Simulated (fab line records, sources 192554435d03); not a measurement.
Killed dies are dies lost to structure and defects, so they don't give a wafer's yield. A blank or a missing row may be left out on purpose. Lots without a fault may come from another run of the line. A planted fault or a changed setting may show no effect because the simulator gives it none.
Chamber matching | flow n5_finfet | N5_SPACER0_ALD_07 on ald_sin-04: 4 sister chambers
The step deposits SiNx, target thk 2 nm. 8 wafers are shown with their chamber, then 8 later ones without.

WAFERS WITH THEIR CHAMBER
wafer  | chamber | heater_power_w (W)
L075.5 | 1       | 701
L079.3 | 1       | 704
L079.6 | 0       | 881
L080.4 | 2       | 753
L080.6 | 2       | 786
L082.2 | 0       | 874
L082.5 | 3       | 749
L084.1 | 3       | 753

WAFERS WITHOUT THEIR CHAMBER
wafer  | heater_power_w (W)
L084.3 | 703
L084.4 | 908
L089.1 | 755
L089.2 | 737
L089.6 | 754
L092.3 | 735
L092.4 | 687
L092.5 | 779

WHICH CHAMBER EACH WENT THROUGH
wafer  | from the rows above          | in truth
L084.3 | 1                            | 1
L084.4 | 0                            | 0
L089.1 | can't be placed: 3 or 2      | 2
L089.2 | can't be placed: 3 or 2 or 1 | 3
L089.6 | can't be placed: 3 or 2      | 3
L092.3 | can't be placed: 3 or 1 or 2 | 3
L092.4 | 1                            | 1
L092.5 | can't be placed: 2 or 3      | 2
Placed correctly: 3 of 8. Can't be placed from these rows: 5 (the true chamber is among the candidates in 5). Placed wrongly: 0.
How it was worked out, from the rows above alone: a wafer's distance from a chamber is the root of the sum, over the readings, of the square of ((its reading less the chamber's mean) divided by the reading's scatter). The wafer belongs to the nearest chamber; if the next one is less than 2 further off, it can't be placed. A chamber's mean is the mean of its shown wafers. The scatter: the root of (the sum of the squares of (reading less its chamber's mean) over the shown wafers, divided by (wafers less chambers)).
